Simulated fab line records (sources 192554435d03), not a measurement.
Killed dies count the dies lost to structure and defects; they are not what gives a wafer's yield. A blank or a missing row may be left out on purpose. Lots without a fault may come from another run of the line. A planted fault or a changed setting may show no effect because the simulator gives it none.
Which tool did it? :: flow n5_finfet :: Sampling: 8 lots, 24 wafers, 5 of 1938 route steps

## WHAT THE GAUGES READ, wafer by wafer
N5_BEOL_M4_THK_MEAS_53: measures by xrf.
lot: L168
measured: day 7 18:11
on: film_metro-01
M4_THK (nm): 41.4 41.7 37.9

lot: L170
measured: day 8 11:15
on: film_metro-01
M4_THK (nm): 37.0 38.8 42.6

lot: L172
measured: day 8 17:02
on: film_metro-02
M4_THK (nm): 39.5 39.2 39.5

lot: L176
measured: day 9 16:31
on: film_metro-02
M4_THK (nm): 40.4 37.1 38.8

lot: L175
measured: day 9 20:13
on: film_metro-01
M4_THK (nm): 42.4 40.6 42.2

lot: L178
measured: day 10 07:13
on: film_metro-01
M4_THK (nm): 41.6 41.2 38.4

lot: L181
measured: day 11 01:55
on: film_metro-02
M4_THK (nm): 41.2 146.5 147.5

lot: L191
measured: day 13 11:39
on: film_metro-01
M4_THK (nm): 39.2 38.1 40.3

## WHAT TOOL EACH LOT RAN ON (gives the tool, then ch and the chambers of the sampled wafers, and finally the start)
lot: L168
N5_BEOL_M4_SPUTTER_88: pvd_sputter-01, day 7 16:30
N5_BEOL_M4_SPUTTER_90: pvd_sputter-01, day 7 16:43
N5_BEOL_M4_SPUTTER_94: pvd_sputter-01, day 7 17:10
N5_BEOL_M4_CMP_52: cmp-01 ch 0,1,3, day 7 17:53

lot: L170
N5_BEOL_M4_SPUTTER_88: pvd_sputter-02, day 8 09:34
N5_BEOL_M4_SPUTTER_90: pvd_sputter-02, day 8 09:47
N5_BEOL_M4_SPUTTER_94: pvd_sputter-02, day 8 10:13
N5_BEOL_M4_CMP_52: cmp-04 ch 0,1,2, day 8 11:02

lot: L172
N5_BEOL_M4_SPUTTER_88: pvd_sputter-03, day 8 15:22
N5_BEOL_M4_SPUTTER_90: pvd_sputter-03, day 8 15:35
N5_BEOL_M4_SPUTTER_94: pvd_sputter-03, day 8 16:02
N5_BEOL_M4_CMP_52: cmp-04 ch 0,2,3, day 8 16:47

lot: L176
N5_BEOL_M4_SPUTTER_88: pvd_sputter-03, day 9 14:51
N5_BEOL_M4_SPUTTER_90: pvd_sputter-03, day 9 15:04
N5_BEOL_M4_SPUTTER_94: pvd_sputter-03, day 9 15:31
N5_BEOL_M4_CMP_52: cmp-03 ch 0,1,2, day 9 16:16

lot: L175
N5_BEOL_M4_SPUTTER_88: pvd_sputter-02, day 9 18:33
N5_BEOL_M4_SPUTTER_90: pvd_sputter-02, day 9 18:46
N5_BEOL_M4_SPUTTER_94: pvd_sputter-02, day 9 19:13
N5_BEOL_M4_CMP_52: cmp-03 ch 1,3, day 9 19:55

lot: L178
N5_BEOL_M4_SPUTTER_88: pvd_sputter-03, day 10 05:32
N5_BEOL_M4_SPUTTER_90: pvd_sputter-03, day 10 05:45
N5_BEOL_M4_SPUTTER_94: pvd_sputter-03, day 10 06:11
N5_BEOL_M4_CMP_52: cmp-04 ch 0,2,3, day 10 06:55

lot: L181
N5_BEOL_M4_SPUTTER_88: pvd_sputter-01, day 11 00:14
N5_BEOL_M4_SPUTTER_90: pvd_sputter-01, day 11 00:28
N5_BEOL_M4_SPUTTER_94: pvd_sputter-01, day 11 00:54
N5_BEOL_M4_CMP_52: cmp-04 ch 1,2,3, day 11 01:41

lot: L191
N5_BEOL_M4_SPUTTER_88: pvd_sputter-01, day 13 09:58
N5_BEOL_M4_SPUTTER_90: pvd_sputter-01, day 13 10:11
N5_BEOL_M4_SPUTTER_94: pvd_sputter-01, day 13 10:38
N5_BEOL_M4_CMP_52: cmp-03 ch 0,1,2, day 13 11:26
- N5_BEOL_M4_SPUTTER_88: material Cu, target thk 4.5 nm, time 8.29 s.
- N5_BEOL_M4_SPUTTER_90: material Cu, target thk 4.5 nm, time 8.29 s.
- N5_BEOL_M4_SPUTTER_94: material Cu, target thk 4.5 nm, time 8.29 s.
- N5_BEOL_M4_CMP_52: polishes, stops on SiOC, t overpolish 6.8 s, target thk 40 nm.

## THE ANSWER, worked out from the rows above alone
Rule: what is usual is taken from the lots themselves. Put in order of their means at a reading, lots are off if they are a third of the lots or fewer, leave a main group of 4 or more, and stand apart from it by a gap of 3 or more times the standard deviation of the main group's means; of several such gaps the widest counts. A main group whose means are all the same, to the digits that the tables above print for the reading, isn't used. Also off: a lot with no number at a reading for which 4 or more lots have one. Any other lot the step has rows for is counted as sound.
Off: L181, at N5_BEOL_M4_THK_MEAS_53 (M4_THK). Main group: mean 39.9 nm, sd 0.93.
If a tool, at a process step before that reading, ran all the lots that are off and no sound lot after the first of them, it fits. Those tools and the gauges at N5_BEOL_M4_THK_MEAS_53 are tried in the same way. 2 tools fit, cmp-04 at N5_BEOL_M4_CMP_52 and film_metro-02 at N5_BEOL_M4_THK_MEAS_53, so this cannot tell which one it is.

## WHAT THE SIMULATOR HAD INSERTED
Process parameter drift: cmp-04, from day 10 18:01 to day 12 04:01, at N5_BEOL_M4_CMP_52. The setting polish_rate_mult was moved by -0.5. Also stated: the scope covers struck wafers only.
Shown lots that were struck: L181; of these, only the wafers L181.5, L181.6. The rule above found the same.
